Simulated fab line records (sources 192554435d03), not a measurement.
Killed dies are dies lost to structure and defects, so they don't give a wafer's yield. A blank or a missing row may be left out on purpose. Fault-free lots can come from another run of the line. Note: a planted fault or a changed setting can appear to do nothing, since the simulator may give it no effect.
A struck lot beside a sound one	flow n5 finfet	14 out of 1938 route steps
Sound: wafers L757.2, L757.3, L757.5. Wafers struck: L765.2, L765.4, L765.6. The cause comes at the end.
At each step with rows: each side's tool, then ch and its chambers, then its first start. Under that, the readings that differ: sound wafers	struck wafers	difference of the means	sigmas: that difference in standard deviations of wafers without a fault.
alike: readings whose means differ by less than 2 such deviations, and words and numbers that are the same on both sides. not compared: withheld readings, readings that some wafer has no value for, bounds like >300 that may hide the same value, and numbers for which the record gives no deviation and whose values overlap.
Wherever a step has rows on one side only, a row that says differs or no value, or a row with sigmas, the two part there. When numbers do not overlap yet have no deviation, they are printed without sigmas and do not part them. A reading that every wafer of one side lacks parts them only if that side has two wafers or more.

first, 1 step without rows for these wafers: N5_BEOL_M5_STRIP_73 (strips in N2/H2).
N5_BEOL_M5_STRIP_64: strips in CF4.
  sound on rie diel-04 ch 0,1,2, day 10 03:01; struck on rie diel-03 ch 1,2,3, day 11 21:36
  alike: drypump motor current A, oes product au, rf vpp V, showerhead plenum p Torr, throttle valve pct
  not compared: rf hours counter h
N5_BEOL_M5_HM_OPEN_17: chemistry Cl2/BCl3, target TiN, target depth 20 nm, overetch 6 nm.
  sound on rie metal-03 ch 1, day 10 03:05; struck on rie metal-03 ch 1, day 11 21:38
  alike: bcl3 flow sccm, drypump motor current A, oes product au, throttle valve pct
  not compared: rf hours counter h
N5_BEOL_M5_STRIP_19: strips in O2.
  sound on rie diel-03 ch 0,1, day 10 03:16; struck on rie diel-03 ch 1,2,3, day 11 21:59
  alike: drypump motor current A, oes product au, rf vpp V, showerhead plenum p Torr, throttle valve pct
  not compared: rf hours counter h
N5_BEOL_M5_CD_MEAS_18: pitch 56 nm, target cd 28 nm.
  sound: cd sem-01 at day 10 03:20; struck: cd sem-01 at day 11 22:03
  alike: cd nm
then, 7 steps without rows for these wafers: N5_BEOL_M5_COAT_65 (time 60 s, resist thk 60 nm); N5_BEOL_M5_COAT_66 (time 60 s, resist thk 12 nm); N5_BEOL_M5_COAT_74 (time 60 s, resist thk 5 nm); N5_BEOL_M5_COAT_22 (resist thk 30 nm); N5_BEOL_M5_EBR_24; N5_BEOL_M5_SOFTBAKE_23 (time 60 s); N5_BEOL_M5_EXPOSE_25 (exposes mask V4, defocus 10 nm).
N5_BEOL_M5_PEB_26: peb time 60 s.
  struck on litho track-03, day 11 22:18; sound on litho track-02 ch 0, day 10 05:33
  no value came back on the struck wafers for chill plate temp C (C), exhaust pa (Pa), heater power total W (W), plate temp C (C); on the sound wafers chill plate temp C (C) reads 23.17 23.14 23.21
then, 1 step without rows for these wafers: N5_BEOL_M5_DEVELOP_27 (develop time 30 s).

## WHERE THEY PART
At N5_BEOL_M5_PEB_26 and nowhere else, as far as this record goes.

WHY: whatever the simulator had introduced
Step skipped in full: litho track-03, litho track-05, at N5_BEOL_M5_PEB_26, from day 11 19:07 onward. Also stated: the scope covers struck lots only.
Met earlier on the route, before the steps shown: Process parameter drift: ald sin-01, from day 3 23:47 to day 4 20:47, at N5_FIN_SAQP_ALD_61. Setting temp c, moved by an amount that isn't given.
